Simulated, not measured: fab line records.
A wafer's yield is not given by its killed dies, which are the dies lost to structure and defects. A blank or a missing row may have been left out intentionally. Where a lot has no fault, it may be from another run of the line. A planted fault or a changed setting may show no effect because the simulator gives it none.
fab line records :: flow nandHarc
record:
  lots: 6
  wafers: 18
  lastDay: 33
route steps=1302 shown A_SOURCE_PLATE@416 A_ONON_D1@424 END@1302
lots with no fault: from the same line, run without faults
startH: the number of hours between the record's first day and the start of the first shown wafer of the lot :: waitH: time in hours since the lot's previous step :: " repeats the value in the row above :: L1.1+2: a row that stands for several wafers :: - either no value or no given start :: * or withheld: withheld :: < > ~ a bound
route shown NAME@n: names a module that has steps shown in the file, with the first one's number in the route :: usual: mean/standard deviation of fault-free wafers :: same: alike in all rows :: chamber/n: place in a boat :: sites: each site's reading :: _std_site: their standard deviation :: _edge_site: the outer-site mean with the inner-site mean subtracted :: radiusMm: how far each site lies from the wafer's centre :: mask NAME#n: copy n :: behind: tool/chamber where the wafer was last shaped :: hold: cause of the lot's hold/its duration in hours/its outcome :: device: the transistor (n, p or np) that didn't switch :: end of line: the same wafers' tests at the end of the route :: a step without rows: its recipe alone :: killed: count of dies lost to structure and defects at first sort (not the wafer's yield) :: map: a wafer's dies, x killed, . not, _ none there
set.NAME: the setting as run; set.NAME@STEP: as run at that earlier step :: model.NAME: the simulator's own value behind a step, which no gauge read
lots at selected steps of the route; one table per step, one row per wafer
services: a tool's chamber out of use, with start hour (startH, from the record's first day; less than 0 if before it), hours out, and reason
== steps ==
step: NHARC_A_SOURCE_PLATE_THK_MEAS_09
recipe:
  thkMeasGauge: ellipsometry
usual:
  thkNm: 9.7/0.99
lot.wafer: L362.2
tool: filmMetro-02
chamber: -
startH: 143.35
waitH: 0.4
thkNm: 9.4

lot.wafer: L362.4
tool: filmMetro-02
chamber: -
startH: 143.35
waitH: 0.4
thkNm: 10.3

lot.wafer: L362.6
tool: filmMetro-02
chamber: -
startH: 143.35
waitH: 0.4
thkNm: 9.4

lot.wafer: L363.1
tool: filmMetro-02
chamber: -
startH: 157.22
waitH: 0.4
thkNm: 10.2

lot.wafer: L363.5
tool: filmMetro-02
chamber: -
startH: 157.22
waitH: 0.4
thkNm: 9.9

lot.wafer: L363.6
tool: filmMetro-02
chamber: -
startH: 157.22
waitH: 0.4
thkNm: 11.6

lot.wafer: L373.3
tool: filmMetro-02
chamber: -
startH: 255.80
waitH: 0.4
thkNm: 7.4

lot.wafer: L373.4
tool: filmMetro-02
chamber: -
startH: 255.80
waitH: 0.4
thkNm: 10.1

lot.wafer: L373.5
tool: filmMetro-02
chamber: -
startH: 255.80
waitH: 0.4
thkNm: 10.0

lot.wafer: L379.1
tool: filmMetro-01
chamber: -
startH: 320.64
waitH: 0.4
thkNm: 11.3

lot.wafer: L379.3
tool: filmMetro-01
chamber: -
startH: 320.64
waitH: 0.4
thkNm: 9.4

lot.wafer: L379.4
tool: filmMetro-01
chamber: -
startH: 320.64
waitH: 0.4
thkNm: 11.3

lot.wafer: L381.1
tool: filmMetro-02
chamber: -
startH: 340.55
waitH: 0.4
thkNm: 9.9

lot.wafer: L381.2
tool: filmMetro-02
chamber: -
startH: 340.55
waitH: 0.4
thkNm: 11.3

lot.wafer: L381.6
tool: filmMetro-02
chamber: -
startH: 340.55
waitH: 0.4
thkNm: 9.1

lot.wafer: L384.1
tool: filmMetro-02
chamber: -
startH: 365.12
waitH: 0.4
thkNm: 8.6

lot.wafer: L384.2
tool: filmMetro-02
chamber: -
startH: 365.12
waitH: 0.4
thkNm: 10.2

lot.wafer: L384.5
tool: filmMetro-02
chamber: -
startH: 365.12
waitH: 0.4
thkNm: 10.1
step: NHARC_A_SOURCE_PLATE_PVD_04
recipe:
  targetThkA: 500
  material: WSi2
step: NHARC_A_SOURCE_PLATE_CVD_03
recipe:
  targetThkA: 2000
  tempC: 620
  pressureMtorr: 200
  timeS: 4000
  material: poly-Si
step: NHARC_A_SOURCE_PLATE_ANNEAL_05
recipe:
  tempC: 850
  timeS: 1800
step: NHARC_A_SOURCE_PLATE_THK_MEAS_06
recipe:
  thkMeasGauge: ellipsometry
usual:
  thkNm: 200.3/2
lot.wafer: L362.2
tool: filmMetro-02
chamber: -
startH: 156.33
waitH: 0.4
thkNm: 197.7

lot.wafer: L362.4
tool: filmMetro-02
chamber: -
startH: 156.33
waitH: 0.4
thkNm: 199.2

lot.wafer: L362.6
tool: filmMetro-02
chamber: -
startH: 156.33
waitH: 0.4
thkNm: 199.6

lot.wafer: L363.1
tool: filmMetro-02
chamber: -
startH: 170.25
waitH: 0.4
thkNm: 198.2

lot.wafer: L363.5
tool: filmMetro-02
chamber: -
startH: 170.25
waitH: 0.4
thkNm: 200.0

lot.wafer: L363.6
tool: filmMetro-02
chamber: -
startH: 170.25
waitH: 0.4
thkNm: 197.8

lot.wafer: L373.3
tool: filmMetro-02
chamber: -
startH: 268.31
waitH: 0.4
thkNm: 199.8

lot.wafer: L373.4
tool: filmMetro-02
chamber: -
startH: 268.31
waitH: 0.4
thkNm: 203.8

lot.wafer: L373.5
tool: filmMetro-02
chamber: -
startH: 268.31
waitH: 0.4
thkNm: 202.2

lot.wafer: L379.1
tool: filmMetro-01
chamber: -
startH: 334.24
waitH: 0.4
thkNm: 206.3

lot.wafer: L379.3
tool: filmMetro-01
chamber: -
startH: 334.24
waitH: 0.4
thkNm: 202.8

lot.wafer: L379.4
tool: filmMetro-01
chamber: -
startH: 334.24
waitH: 0.4
thkNm: 201.7

lot.wafer: L381.1
tool: filmMetro-02
chamber: -
startH: 353.53
waitH: 0.4
thkNm: 197.9

lot.wafer: L381.2
tool: filmMetro-02
chamber: -
startH: 353.53
waitH: 0.4
thkNm: 199.3

lot.wafer: L381.6
tool: filmMetro-02
chamber: -
startH: 353.53
waitH: 0.4
thkNm: 196.3

lot.wafer: L384.1
tool: filmMetro-01
chamber: -
startH: 380.91
waitH: 0.4
thkNm: 198.7

lot.wafer: L384.2
tool: filmMetro-01
chamber: -
startH: 380.91
waitH: 0.4
thkNm: 196.2

lot.wafer: L384.5
tool: filmMetro-01
chamber: -
startH: 380.91
waitH: 0.4
thkNm: 200.0
step: NHARC_A_SOURCE_PLATE_INSPECT_08
usual:
  rawDefectCount: 60/25
lot.wafer: L362.2
tool: defectInspect-01
chamber: -
startH: 156.41
waitH: 0.0
rawDefectCount: 45

lot.wafer: L362.4
tool: defectInspect-01
chamber: -
startH: 156.41
waitH: 0.0
rawDefectCount: 61

lot.wafer: L362.6
tool: defectInspect-01
chamber: -
startH: 156.41
waitH: 0.0
rawDefectCount: 96

lot.wafer: L363.1
tool: defectInspect-02
chamber: -
startH: 170.35
waitH: 0.0
rawDefectCount: 47

lot.wafer: L363.5
tool: defectInspect-02
chamber: -
startH: 170.35
waitH: 0.0
rawDefectCount: 40

lot.wafer: L363.6
tool: defectInspect-02
chamber: -
startH: 170.35
waitH: 0.0
rawDefectCount: 37

lot.wafer: L373.3
tool: defectInspect-02
chamber: -
startH: 268.40
waitH: 0.0
rawDefectCount: 39

lot.wafer: L373.4
tool: defectInspect-02
chamber: -
startH: 268.40
waitH: 0.0
rawDefectCount: 23

lot.wafer: L373.5
tool: defectInspect-02
chamber: -
startH: 268.40
waitH: 0.0
rawDefectCount: 48

lot.wafer: L379.1
tool: defectInspect-02
chamber: -
startH: 334.30
waitH: 0.0
rawDefectCount: 71

lot.wafer: L379.3
tool: defectInspect-02
chamber: -
startH: 334.30
waitH: 0.0
rawDefectCount: 70

lot.wafer: L379.4
tool: defectInspect-02
chamber: -
startH: 334.30
waitH: 0.0
rawDefectCount: 118

lot.wafer: L381.1
tool: defectInspect-01
chamber: -
startH: 353.60
waitH: 0.0
rawDefectCount: 45

lot.wafer: L381.2
tool: defectInspect-01
chamber: -
startH: 353.60
waitH: 0.0
rawDefectCount: 75

lot.wafer: L381.6
tool: defectInspect-01
chamber: -
startH: 353.60
waitH: 0.0
rawDefectCount: 67

lot.wafer: L384.1
tool: defectInspect-02
chamber: -
startH: 380.98
waitH: 0.0
rawDefectCount: 107

lot.wafer: L384.2
tool: defectInspect-02
chamber: -
startH: 380.98
waitH: 0.0
rawDefectCount: 76

lot.wafer: L384.5
tool: defectInspect-02
chamber: -
startH: 380.98
waitH: 0.0
rawDefectCount: 62
step: NHARC_A_ONON_D1_DEP_00
recipe:
  targetThkA: 10000
  n2FlowSccm: 2750
  n2oFlowSccm: 2000
  nh3FlowSccm: 500
  sih4FlowSccm: 210
  tempC: 400
step: NHARC_A_ONON_D1_THK_MEAS_02
recipe:
  thkMeasGauge: ellipsometry
usual:
  thkNm: 1002/9.9
lot.wafer: L362.2
tool: filmMetro-01
chamber: -
startH: 157.01
waitH: -
thkNm: 987

lot.wafer: L362.4
tool: filmMetro-01
chamber: -
startH: 157.01
waitH: -
thkNm: 989

lot.wafer: L362.6
tool: filmMetro-01
chamber: -
startH: 157.01
waitH: -
thkNm: 989

lot.wafer: L363.1
tool: filmMetro-01
chamber: -
startH: 170.95
waitH: -
thkNm: 990

lot.wafer: L363.5
tool: filmMetro-01
chamber: -
startH: 170.95
waitH: -
thkNm: 991

lot.wafer: L363.6
tool: filmMetro-01
chamber: -
startH: 170.95
waitH: -
thkNm: 991

lot.wafer: L373.3
tool: filmMetro-02
chamber: -
startH: 268.98
waitH: -
thkNm: 987

lot.wafer: L373.4
tool: filmMetro-02
chamber: -
startH: 268.98
waitH: -
thkNm: 988

lot.wafer: L373.5
tool: filmMetro-02
chamber: -
startH: 268.98
waitH: -
thkNm: 986

lot.wafer: L379.1
tool: filmMetro-01
chamber: -
startH: 334.88
waitH: -
thkNm: 1011

lot.wafer: L379.3
tool: filmMetro-01
chamber: -
startH: 334.88
waitH: -
thkNm: 1008

lot.wafer: L379.4
tool: filmMetro-01
chamber: -
startH: 334.88
waitH: -
thkNm: 1011

lot.wafer: L381.1
tool: filmMetro-01
chamber: -
startH: 354.18
waitH: -
thkNm: 997

lot.wafer: L381.2
tool: filmMetro-01
chamber: -
startH: 354.18
waitH: -
thkNm: 999

lot.wafer: L381.6
tool: filmMetro-01
chamber: -
startH: 354.18
waitH: -
thkNm: 997

lot.wafer: L384.1
tool: filmMetro-01
chamber: -
startH: 381.56
waitH: -
thkNm: 1013

lot.wafer: L384.2
tool: filmMetro-01
chamber: -
startH: 381.56
waitH: -
thkNm: 1012

lot.wafer: L384.5
tool: filmMetro-01
chamber: -
startH: 381.56
waitH: -
thkNm: 1011
step: NHARC_A_ONON_D1_DEP_03
recipe:
  targetThkA: 10000
  n2FlowSccm: 2750
  n2oFlowSccm: 2000
  nh3FlowSccm: 500
  sih4FlowSccm: 210
  tempC: 400
step: NHARC_A_ONON_D1_THK_MEAS_05
recipe:
  thkMeasGauge: ellipsometry
usual:
  thkNm: 1000/11
lot.wafer: L362.2
tool: filmMetro-01
chamber: -
startH: 157.57
waitH: -
thkNm: 979

lot.wafer: L362.4
tool: filmMetro-01
chamber: -
startH: 157.57
waitH: -
thkNm: 978

lot.wafer: L362.6
tool: filmMetro-01
chamber: -
startH: 157.57
waitH: -
thkNm: 979

lot.wafer: L363.1
tool: filmMetro-01
chamber: -
startH: 171.52
waitH: -
thkNm: 1020

lot.wafer: L363.5
tool: filmMetro-01
chamber: -
startH: 171.52
waitH: -
thkNm: 1018

lot.wafer: L363.6
tool: filmMetro-01
chamber: -
startH: 171.52
waitH: -
thkNm: 1020

lot.wafer: L373.3
tool: filmMetro-01
chamber: -
startH: 269.55
waitH: -
thkNm: 995

lot.wafer: L373.4
tool: filmMetro-01
chamber: -
startH: 269.55
waitH: -
thkNm: 997

lot.wafer: L373.5
tool: filmMetro-01
chamber: -
startH: 269.55
waitH: -
thkNm: 996

lot.wafer: L379.1
tool: filmMetro-02
chamber: -
startH: 335.45
waitH: -
thkNm: 1012

lot.wafer: L379.3
tool: filmMetro-02
chamber: -
startH: 335.45
waitH: -
thkNm: 1013

lot.wafer: L379.4
tool: filmMetro-02
chamber: -
startH: 335.45
waitH: -
thkNm: 1013

lot.wafer: L381.1
tool: filmMetro-01
chamber: -
startH: 354.74
waitH: -
thkNm: 996

lot.wafer: L381.2
tool: filmMetro-01
chamber: -
startH: 354.74
waitH: -
thkNm: 995

lot.wafer: L381.6
tool: filmMetro-01
chamber: -
startH: 354.74
waitH: -
thkNm: 995

lot.wafer: L384.1
tool: filmMetro-01
chamber: -
startH: 382.12
waitH: -
thkNm: 980

lot.wafer: L384.2
tool: filmMetro-01
chamber: -
startH: 382.12
waitH: -
thkNm: 978

lot.wafer: L384.5
tool: filmMetro-01
chamber: -
startH: 382.12
waitH: -
thkNm: 977
step: NHARC_A_ONON_D1_DEP_06
recipe:
  targetThkA: 10000
  n2FlowSccm: 2750
  n2oFlowSccm: 2000
  nh3FlowSccm: 500
  sih4FlowSccm: 210
  tempC: 400
lot.wafer: L362.2+4+6
tool: pecvdOnon-04
chamber: 0
startH: 157.69
waitH: 0.1

lot.wafer: L363.1+5+6
tool: pecvdOnon-04
chamber: 0
startH: 171.58
waitH: 0.1

lot.wafer: L373.3+4+5
tool: pecvdOnon-02
chamber: 0
startH: 269.72
waitH: 0.2

lot.wafer: L379.1+3+4
tool: pecvdOnon-04
chamber: 0
startH: 335.50
waitH: 0.1

lot.wafer: L381.1+2+6
tool: pecvdOnon-04
chamber: 0
startH: 354.80
waitH: 0.1

lot.wafer: L384.1+2+5
tool: pecvdOnon-02
chamber: 0
startH: 382.18
waitH: 0.1
step: NHARC_A_ONON_D1_THK_MEAS_08
recipe:
  thkMeasGauge: ellipsometry
usual:
  thkNm: 998/9.3
lot.wafer: L362.2
tool: filmMetro-02
chamber: -
startH: 158.14
waitH: -
thkNm: 1011

lot.wafer: L362.4
tool: filmMetro-02
chamber: -
startH: 158.14
waitH: -
thkNm: 1011

lot.wafer: L362.6
tool: filmMetro-02
chamber: -
startH: 158.14
waitH: -
thkNm: 1011

lot.wafer: L363.1
tool: filmMetro-01
chamber: -
startH: 172.08
waitH: -
thkNm: 990

lot.wafer: L363.5
tool: filmMetro-01
chamber: -
startH: 172.08
waitH: -
thkNm: 990

lot.wafer: L363.6
tool: filmMetro-01
chamber: -
startH: 172.08
waitH: -
thkNm: 990

lot.wafer: L373.3
tool: filmMetro-02
chamber: -
startH: 270.11
waitH: -
thkNm: 979

lot.wafer: L373.4
tool: filmMetro-02
chamber: -
startH: 270.11
waitH: -
thkNm: 979

lot.wafer: L373.5
tool: filmMetro-02
chamber: -
startH: 270.11
waitH: -
thkNm: 980

lot.wafer: L379.1
tool: filmMetro-01
chamber: -
startH: 336.01
waitH: -
thkNm: 842

lot.wafer: L379.3
tool: filmMetro-01
chamber: -
startH: 336.01
waitH: -
thkNm: 841

lot.wafer: L379.4
tool: filmMetro-01
chamber: -
startH: 336.01
waitH: -
thkNm: 841

lot.wafer: L381.1
tool: filmMetro-02
chamber: -
startH: 355.31
waitH: -
thkNm: 829

lot.wafer: L381.2
tool: filmMetro-02
chamber: -
startH: 355.31
waitH: -
thkNm: 829

lot.wafer: L381.6
tool: filmMetro-02
chamber: -
startH: 355.31
waitH: -
thkNm: 826

lot.wafer: L384.1
tool: filmMetro-01
chamber: -
startH: 382.69
waitH: -
thkNm: 989

lot.wafer: L384.2
tool: filmMetro-01
chamber: -
startH: 382.69
waitH: -
thkNm: 988

lot.wafer: L384.5
tool: filmMetro-01
chamber: -
startH: 382.69
waitH: -
thkNm: 988
step: NHARC_A_ONON_D1_DEP_09
recipe:
  targetThkA: 10000
  n2FlowSccm: 2750
  n2oFlowSccm: 2000
  nh3FlowSccm: 500
  sih4FlowSccm: 210
  tempC: 400
step: NHARC_END_SORT_01
recipe:
  tempC: 25
usual:
  killedAtArray: 56/20
  killedAtOther: 0.9/1.1
  killedAtPeriphery: 3.7/3
  killedDies: 61/21
  killedOpen: 2.9/1.6
  killedShort: 2.6/1.4
same:
  grossDies: 677
lot.wafer: L379.1
tool: prober-01
chamber: 0
startH: 737.27
waitH: 2.5
killedAtArray: 675
killedAtOther: 0
killedAtPeriphery: 2
killedDies: 677
killedOpen: 2
killedShort: 2

lot.wafer: L379.3
tool: prober-01
chamber: 0
startH: 738.86
waitH: 3.1
killedAtArray: 673
killedAtOther: 0
killedAtPeriphery: 4
killedDies: 677
killedOpen: 2
killedShort: 1

lot.wafer: L379.4
tool: prober-01
chamber: 0
startH: 739.66
waitH: 3.4
killedAtArray: 676
killedAtOther: 0
killedAtPeriphery: 1
killedDies: 677
killedOpen: 1
killedShort: 2

lot.wafer: L381.1
tool: prober-01
chamber: 0
startH: 761.78
waitH: 2.6
killedAtArray: 675
killedAtOther: 0
killedAtPeriphery: 2
killedDies: 677
killedOpen: 2
killedShort: 5

lot.wafer: L381.2
tool: prober-01
chamber: 0
startH: 762.58
waitH: 2.8
killedAtArray: 675
killedAtOther: 0
killedAtPeriphery: 2
killedDies: 677
killedOpen: 3
killedShort: 4

lot.wafer: L381.6
tool: prober-01
chamber: 0
startH: 765.77
waitH: 4.0
killedAtArray: 674
killedAtOther: 0
killedAtPeriphery: 3
killedDies: 677
killedOpen: 0
killedShort: 1
killed by level:class
L379.1 A_ONON_D1:areaDep=584 A_SLIT:chamberFilmFlake=28 A_CHANNEL_HOLE_D2:chamberFilmFlake=22 A_CHANNEL_HOLE_D1:chamberFilmFlake=16 A_CONTACT:chamberFilmFlake=9 A_SGD_CUT:chamberFilmFlake=7 A_STAIRCASE:chamberFilmFlake=6 P_M2:geometricParticle:open=1
L379.3 A_ONON_D1:areaDep=554 A_CHANNEL_HOLE_D1:chamberFilmFlake=31 A_CHANNEL_HOLE_D2:chamberFilmFlake=31 A_SLIT:chamberFilmFlake=30 A_STAIRCASE:chamberFilmFlake=13 A_SGD_CUT:chamberFilmFlake=7 A_CONTACT:chamberFilmFlake=5 P_M0:geometricParticle:open=1
L379.4 A_ONON_D1:areaDep=571 A_SLIT:chamberFilmFlake=34 A_CHANNEL_HOLE_D2:chamberFilmFlake=30 A_CHANNEL_HOLE_D1:chamberFilmFlake=20 A_STAIRCASE:chamberFilmFlake=6 A_CONTACT:chamberFilmFlake=6 A_SGD_CUT:chamberFilmFlake=3 A_CHANNEL_FILL_D1:geometricParticle:short=1
L381.1 A_ONON_D1:areaDep=598 A_CHANNEL_HOLE_D2:chamberFilmFlake=31 A_SLIT:chamberFilmFlake=26 A_CHANNEL_HOLE_D1:chamberFilmFlake=6 A_CONTACT:chamberFilmFlake=4 A_STAIRCASE:chamberFilmFlake=3 P_GATE:geometricParticle:short=1 A_SOURCE_PLATE:geometricParticle:short=1
L381.2 A_ONON_D1:areaDep=620 A_SLIT:chamberFilmFlake=22 A_CHANNEL_HOLE_D2:chamberFilmFlake=18 A_CHANNEL_HOLE_D1:chamberFilmFlake=6 A_CHANNEL_FILL_D1:geometricParticle:short=2 A_STAIRCASE:chamberFilmFlake=2 P_CONTACT:geometricParticle:open=1 A_ONON_D2:geometricParticle:open=1
L381.6 A_ONON_D1:areaDep=603 A_SLIT:chamberFilmFlake=32 A_CHANNEL_HOLE_D2:chamberFilmFlake=24 A_CHANNEL_HOLE_D1:chamberFilmFlake=7 A_CONTACT:chamberFilmFlake=3 P_BONDPAD:chamberFilmFlake=2 A_CHANNEL_FILL_D2:chamberFilmFlake=2 A_STAIRCASE:chamberFilmFlake=2
map L379.1 (x killed, . not)
____________x____________
_________xxxxxxx_________
_______xxxxxxxxxxx_______
______xxxxxxxxxxxxx______
_____xxxxxxxxxxxxxxx_____
____xxxxxxxxxxxxxxxxx____
____xxxxxxxxxxxxxxxxx____
___xxxxxxxxxxxxxxxxxxx___
___xxxxxxxxxxxxxxxxxxx___
__xxxxxxxxxxxxxxxxxxxxx__
__xxxxxxxxxxxxxxxxxxxxx__
_xxxxxxxxxxxxxxxxxxxxxxx_
_xxxxxxxxxxxxxxxxxxxxxxx_
_xxxxxxxxxxxxxxxxxxxxxxx_
_xxxxxxxxxxxxxxxxxxxxxxx_
_xxxxxxxxxxxxxxxxxxxxxxx_
xxxxxxxxxxxxxxxxxxxxxxxxx
xxxxxxxxxxxxxxxxxxxxxxxxx
xxxxxxxxxxxxxxxxxxxxxxxxx
xxxxxxxxxxxxxxxxxxxxxxxxx
xxxxxxxxxxxxxxxxxxxxxxxxx
_xxxxxxxxxxxxxxxxxxxxxxx_
_xxxxxxxxxxxxxxxxxxxxxxx_
_xxxxxxxxxxxxxxxxxxxxxxx_
_xxxxxxxxxxxxxxxxxxxxxxx_
_xxxxxxxxxxxxxxxxxxxxxxx_
__xxxxxxxxxxxxxxxxxxxxx__
__xxxxxxxxxxxxxxxxxxxxx__
___xxxxxxxxxxxxxxxxxxx___
___xxxxxxxxxxxxxxxxxxx___
____xxxxxxxxxxxxxxxxx____
____xxxxxxxxxxxxxxxxx____
_____xxxxxxxxxxxxxxx_____
______xxxxxxxxxxxxx______
_______xxxxxxxxxxx_______
_________xxxxxxx_________
____________x____________
map L381.1 (x killed, . not)
____________x____________
_________xxxxxxx_________
_______xxxxxxxxxxx_______
______xxxxxxxxxxxxx______
_____xxxxxxxxxxxxxxx_____
____xxxxxxxxxxxxxxxxx____
____xxxxxxxxxxxxxxxxx____
___xxxxxxxxxxxxxxxxxxx___
___xxxxxxxxxxxxxxxxxxx___
__xxxxxxxxxxxxxxxxxxxxx__
__xxxxxxxxxxxxxxxxxxxxx__
_xxxxxxxxxxxxxxxxxxxxxxx_
_xxxxxxxxxxxxxxxxxxxxxxx_
_xxxxxxxxxxxxxxxxxxxxxxx_
_xxxxxxxxxxxxxxxxxxxxxxx_
_xxxxxxxxxxxxxxxxxxxxxxx_
xxxxxxxxxxxxxxxxxxxxxxxxx
xxxxxxxxxxxxxxxxxxxxxxxxx
xxxxxxxxxxxxxxxxxxxxxxxxx
xxxxxxxxxxxxxxxxxxxxxxxxx
xxxxxxxxxxxxxxxxxxxxxxxxx
_xxxxxxxxxxxxxxxxxxxxxxx_
_xxxxxxxxxxxxxxxxxxxxxxx_
_xxxxxxxxxxxxxxxxxxxxxxx_
_xxxxxxxxxxxxxxxxxxxxxxx_
_xxxxxxxxxxxxxxxxxxxxxxx_
__xxxxxxxxxxxxxxxxxxxxx__
__xxxxxxxxxxxxxxxxxxxxx__
___xxxxxxxxxxxxxxxxxxx___
___xxxxxxxxxxxxxxxxxxx___
____xxxxxxxxxxxxxxxxx____
____xxxxxxxxxxxxxxxxx____
_____xxxxxxxxxxxxxxx_____
______xxxxxxxxxxxxx______
_______xxxxxxxxxxx_______
_________xxxxxxx_________
____________x____________
== services ==
tool: pecvdOnon-02
chamber: -
startH: 185.00
hours: 13.0
kind: pm

tool: pecvdOnon-04
chamber: -
startH: 311.00
hours: 13.0
kind: pm

tool: pecvdOnon-02
chamber: -
startH: 366.32
hours: 13.0
kind: pm
== key ==
firstSign:
  step: NHARC_A_ONON_D1_THK_MEAS_08
  reading: thkNm
  direction: down
  sigmas: 18
  usual: 998
  struck: 835
effect:
  step: NHARC_END_SORT_01
  reading: killedAtArray
  direction: up
  sigmas: 30
  usual: 56
  struck: 675
moreKillsBornAt:
  NHARC_A_ONON_D1_DEP_06@pecvdOnon-04: 3530
metAt NHARC_A_ONON_D1_DEP_06
struckWafers L379.1,L379.3,L379.4,L381.1,L381.2,L381.6
laterRowsLeftOut L379.1,L379.3,L379.4,L381.1,L381.2,L381.6
testerLeftOut L379,L381
onsetBetween 171.58 335.50
fault:
  kind: processParameterDrift
  tool: pecvdOnon-04
  chamber: -
  onsetH: 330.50
  steps: NHARC_A_ONON_D1_DEP_06
  channel: targetThkA
  offset: *
  shape: step
  endH: 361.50
  actsIn: *
  stated: *
testerLeftOut: of these lots the tester's yield and bins aren't shown, on N5 and GAA mostly nor the transistor test; their killed dies are dies lost to structure and defects alone, not to doping, threshold or leakage, so they don't give the yield
laterRowsLeftOut: the simulator's readings of these wafers behind a module that went badly wrong aren't trusted and aren't shown, but for the sort
